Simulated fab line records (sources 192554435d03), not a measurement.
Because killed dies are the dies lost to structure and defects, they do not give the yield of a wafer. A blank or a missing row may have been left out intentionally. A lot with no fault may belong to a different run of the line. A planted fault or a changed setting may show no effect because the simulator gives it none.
Which tool was responsible?	flow n5Finfet	11 lots (33 wafers sampled), 1 step of a 1938-step route

WHAT EACH GAUGE READ, for each wafer
N5_BEOL_M10_CD_MEAS_28 targets a cd of 70 nm.
lot	measured	on	cdNm (nm)
L812	day 10 06:24	cdSem-02	68.6 68.1 67.3
L813	day 10 17:49	cdSem-03	70.0 67.5 69.6
L814	day 10 21:02	cdSem-03	69.5 68.8 68.8
L815	day 11 06:02	cdSem-02	70.9 70.8 70.5
L816	day 11 09:58	cdSem-01	66.5 67.9 69.8
L817	day 11 10:08	cdSem-02	69.3 68.3 67.3
L825	day 13 11:47	cdSem-03	67.7 68.1 68.1
L824	day 13 15:32	cdSem-03	71.0 71.4 71.1
L829	day 14 19:52	cdSem-03	67.8 68.6 69.7
L830	day 15 02:56	cdSem-02	71.3 70.7 70.2
L833	day 15 18:16	cdSem-02	70.3 69.4 70.0

EACH LOT AND THE TOOL THAT RAN IT (in order: tool; ch and the chambers of the sampled wafers; start)
No process step before these readings appears in the record.

THE ANSWER, worked out from the rows above alone
Rule: what is usual is taken from the lots themselves. Put in order of their means at a reading, lots are off if they are a third of the lots or fewer, leave a main group of 4 or more, and stand apart from it by a gap of 3 or more times the standard deviation of the main group's means; of several such gaps the widest counts. The tables above print the reading to a certain number of digits; a main group whose means all agree to those digits is not used. A lot without any number at a reading at which 4 lots or more have one is off too. Where the step has rows for the other lots, those lots are counted as sound.
Across all readings shown, no lot is off: no conclusion can be drawn from this.

WHAT WAS PUT IN BY THE SIMULATOR
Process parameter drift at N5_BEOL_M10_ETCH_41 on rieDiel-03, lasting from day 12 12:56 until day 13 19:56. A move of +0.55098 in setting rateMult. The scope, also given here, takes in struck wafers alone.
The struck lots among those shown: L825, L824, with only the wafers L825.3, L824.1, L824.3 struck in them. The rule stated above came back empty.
